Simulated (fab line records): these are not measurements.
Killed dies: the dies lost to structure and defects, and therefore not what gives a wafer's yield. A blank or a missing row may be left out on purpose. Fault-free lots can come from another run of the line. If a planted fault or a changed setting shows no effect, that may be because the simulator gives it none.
Matching of chambers / flow n5 finfet / ald hk-02 running N5_HKMG_FIN_ALD_75: 4 sister chambers
The step deposits Al2O3, target thk 1 nm, co reactant pulse time 1 s. 8 wafers are shown with their chamber, then 9 later ones without.

WAFERS WITH THEIR CHAMBER
wafer=L081.3; chamber=2; heater power w (W)=156; precursor pulse height rel=1.012
wafer=L084.1; chamber=2; heater power w (W)=159; precursor pulse height rel=1.003
wafer=L085.2; chamber=1; heater power w (W)=140; precursor pulse height rel=1.026
wafer=L085.5; chamber=0; heater power w (W)=137; precursor pulse height rel=0.963
wafer=L085.6; chamber=3; heater power w (W)=137; precursor pulse height rel=0.975
wafer=L086.3; chamber=1; heater power w (W)=143; precursor pulse height rel=0.956
wafer=L086.4; chamber=3; heater power w (W)=138; precursor pulse height rel=0.979
wafer=L086.5; chamber=0; heater power w (W)=133; precursor pulse height rel=1.003

WAFERS WHOSE CHAMBER IS MISSING
wafer=L089.1; heater power w (W)=162; precursor pulse height rel=0.969
wafer=L089.2; heater power w (W)=140; precursor pulse height rel=1.019
wafer=L089.4; heater power w (W)=138; precursor pulse height rel=0.986
wafer=L094.1; heater power w (W)=131; precursor pulse height rel=0.983
wafer=L094.2; heater power w (W)=163; precursor pulse height rel=0.973
wafer=L094.3; heater power w (W)=144; precursor pulse height rel=0.959
wafer=L096.1; heater power w (W)=137; precursor pulse height rel=1.016
wafer=L096.3; heater power w (W)=162; precursor pulse height rel=0.992
wafer=L096.4; heater power w (W)=130; precursor pulse height rel=0.984

EACH ONE'S CHAMBER
wafer=L089.1; from the rows above=2; in truth=2
wafer=L089.2; from the rows above=can't be placed: 1 or 3 or 0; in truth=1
wafer=L089.4; from the rows above=can't be placed: 3 or 0 or 1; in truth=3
wafer=L094.1; from the rows above=can't be placed: 0 or 3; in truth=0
wafer=L094.2; from the rows above=2; in truth=2
wafer=L094.3; from the rows above=can't be placed: 1 or 3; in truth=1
wafer=L096.1; from the rows above=can't be placed: 3 or 0 or 1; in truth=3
wafer=L096.3; from the rows above=2; in truth=2
wafer=L096.4; from the rows above=can't be placed: 0 or 3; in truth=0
3 of 9 placed correctly. From these rows, 6 cannot be placed; in 6 the true chamber is one of the candidates. Wrongly placed: 0.
How it was worked out, from the rows above alone: a wafer's distance from a chamber is the root of the sum, over the readings, of the square of ((its reading less the chamber's mean) divided by the reading's scatter). If the next closest chamber is less than 2 further off than the closest, the wafer can't be placed; otherwise it belongs to the closest. Each chamber's mean is taken over the wafers shown for it. How the scatter is found: for the shown wafers, subtract from each reading the mean of its chamber, square and add these, divide the total by (wafers less chambers), then take the root.
